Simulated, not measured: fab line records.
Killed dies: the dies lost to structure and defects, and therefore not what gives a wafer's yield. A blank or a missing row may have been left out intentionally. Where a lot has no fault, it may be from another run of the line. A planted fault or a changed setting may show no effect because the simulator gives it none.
Problem report in the 8D (eight disciplines) form, filled by code -- flow n5 finfet -- the parts of the form that need people (team, actions taken, sign-off) are left out

## 1. WHAT WENT WRONG
Wafers without a fault read 119.6 nm, standard deviation 1.3; trench depth nm at N5_FIN_SAQP_OCD_MEAS_76 reads a mean of 104.4 nm on 6 wafers belonging to 2 lots. That is -12 standard deviations from the usual mean.
Earliest sighting: wafer L659.2 on ocd-02 at day 5 19:44. The record holds 27 wafers of 9 lots with a number at this step. Rule for "out", or "out of limits": more than 4 standard deviations from the usual mean. Any other wafer with a number is counted as sound.

## 2. WHAT IT IS, WHAT IT ISN'T
question,is,is not
which readings at this step,trench depth nm,-
which lots,"L659, L660","L644, L645, L648, L651, L663, L665, L666"
which wafers of those lots,all that have a number,-
read on which gauges,"ocd-01, ocd-02",-
when,from day 5 19:44,"up to then (12 sound wafers); but 9 sound wafers of L663, L665, L666 came after"

## 3. SUSPECTS, AND WHAT RULES EACH OUT
Counting: any tool at a process step up to the reading is kept as a suspect provided that every lot that is out went through it and no sound lot did after the first of them.
- the gauge at N5_FIN_SAQP_OCD_MEAS_76 is ruled out. Those wafers that are out were read across 2 gauges (ocd-01, ocd-02).
- rie si-04 at N5_FIN_SAQP_ETCH_64 (etches SiO2 in CF4, target depth 1.5 nm): kept. Every lot that is out went through it, starting with L659 (day 5 19:29), and after that it ran no sound lot; the last sound lot it ran before then is L651 (day 4 03:10).
- rie si-04 at N5_FIN_SAQP_FIN_ETCH_36 (etches the open film in HBr/Cl2/O2, target depth 120 nm, time 50.4 s): kept. Every lot that is out went through it, starting with L659 (day 5 19:30), and after that it ran no sound lot; the last sound lot it ran before then is L651 (day 4 03:11). Its own oes_o_777_au, rf fwd power W readings are out on those wafers.
Remaining after the count are rie si-04 at N5_FIN_SAQP_ETCH_64 and rie si-04 at N5_FIN_SAQP_FIN_ETCH_36.

## 4. THE CAUSE (what the simulator had put in)
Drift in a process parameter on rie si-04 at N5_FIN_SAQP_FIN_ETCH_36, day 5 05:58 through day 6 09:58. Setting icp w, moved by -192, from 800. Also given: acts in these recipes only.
After counting, 2 suspects remain, this tool included.

## 5. THE EFFECT CHAIN, in route order
Rows list readings where the struck wafers' mean (over those with a number) sits beyond 3 standard deviations from the usual. Only readings for which the record gives a usual standard deviation are gone through. hours: the time from each lot's start at the first step in this table that gives one to its start at this step, as a median over the lots. sigmas: the change in usual standard deviations.
hours,step,reading,usual,on struck wafers,change,sigmas
0,N5_FIN_SAQP_FIN_ETCH_36,oes_o_777_au,1.01 a.u.,0.52,-0.49,-14
0,N5_FIN_SAQP_FIN_ETCH_36,oes product au,1.002 a.u.,0.906,-0.096,-5.0
0,N5_FIN_SAQP_FIN_ETCH_36,rf fwd power W,796.4 W,604.4,-192.0,-74
0,N5_FIN_SAQP_OCD_MEAS_76,trench depth nm,119.6 nm,104.4,-15.2,-12
Process steps it contains:
- N5_FIN_SAQP_FIN_ETCH_36: etches the open film in HBr/Cl2/O2, target depth 120 nm, time 50.4 s.
At these later measuring or inspecting steps, every struck wafer for which the step has a row has a number for every such reading, and none has moved that far: N5_BEOL_M4_RC_MEAS_101.

## 6. HOW IT WOULD HAVE BEEN CAUGHT EARLIER
The first out-of-limits reading at a measuring or inspecting step in this record came at day 5 19:44, 14 hours after the fault's start at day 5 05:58.
The tool's own readings at N5_FIN_SAQP_FIN_ETCH_36 were out on every struck wafer that the step has a row for (oes_o_777_au, rf fwd power W): an alarm limit on them would have fired on the first of those.
Lots out: 2; of these, L660 started N5_FIN_SAQP_FIN_ETCH_36 on rie si-04 after day 5 19:44. Putting the tool on hold at that point would have spared it.
